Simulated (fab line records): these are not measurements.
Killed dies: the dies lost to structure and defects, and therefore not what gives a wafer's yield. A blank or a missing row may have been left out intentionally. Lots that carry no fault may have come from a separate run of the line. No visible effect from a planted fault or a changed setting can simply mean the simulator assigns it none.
Chamber matching | flow nandHarc | NHARC_P_M1_DEP_33 on pecvd-02: 3 sister chambers
The step deposits SiCN, target thk 30 nm. 3 wafers are shown with their chamber, then 12 later ones without.

WAFERS, EACH WITH ITS CHAMBER
wafer  | chamber | heaterPowerW (W)
L091.1 | 0       | 652
L091.2 | 2       | 488
L091.3 | 1       | 446

WAFERS WITHOUT THEIR CHAMBER
wafer  | heaterPowerW (W)
L092.4 | 426
L092.5 | 483
L092.6 | 598
L094.1 | 519
L094.2 | 593
L094.3 | 461
L097.2 | 437
L097.3 | 634
L097.5 | 621
L096.2 | 511
L096.3 | 637
L096.6 | 520

THE CHAMBER EACH PASSED THROUGH
wafer  | from the rows above     | in truth
L092.4 | can't be placed: 1 or 2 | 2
L092.5 | can't be placed: 2 or 1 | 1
L092.6 | can't be placed: 0 or 2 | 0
L094.1 | can't be placed: 2 or 1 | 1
L094.2 | can't be placed: 0 or 2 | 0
L094.3 | can't be placed: 1 or 2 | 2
L097.2 | can't be placed: 1 or 2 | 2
L097.3 | 0                       | 0
L097.5 | 0                       | 0
L096.2 | can't be placed: 2 or 1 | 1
L096.3 | 0                       | 0
L096.6 | can't be placed: 2 or 1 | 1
Correctly placed: 3 of 12. Cannot be placed on the basis of these rows: 9; the candidates contain the true chamber in 9. Wrongly placed: 0.
How it was worked out, from the rows above alone: a wafer's distance from a chamber is the root of the sum, over the readings, of the square of ((its reading less the chamber's mean) divided by the reading's scatter). The wafer belongs to the nearest chamber; if the next one is less than 2 further off, it can't be placed. A chamber's mean is the mean of its shown wafers. The scatter (one wafer shown for each chamber): square how far every hidden wafer sits from the nearest shown wafer, average those squares and take the square root.
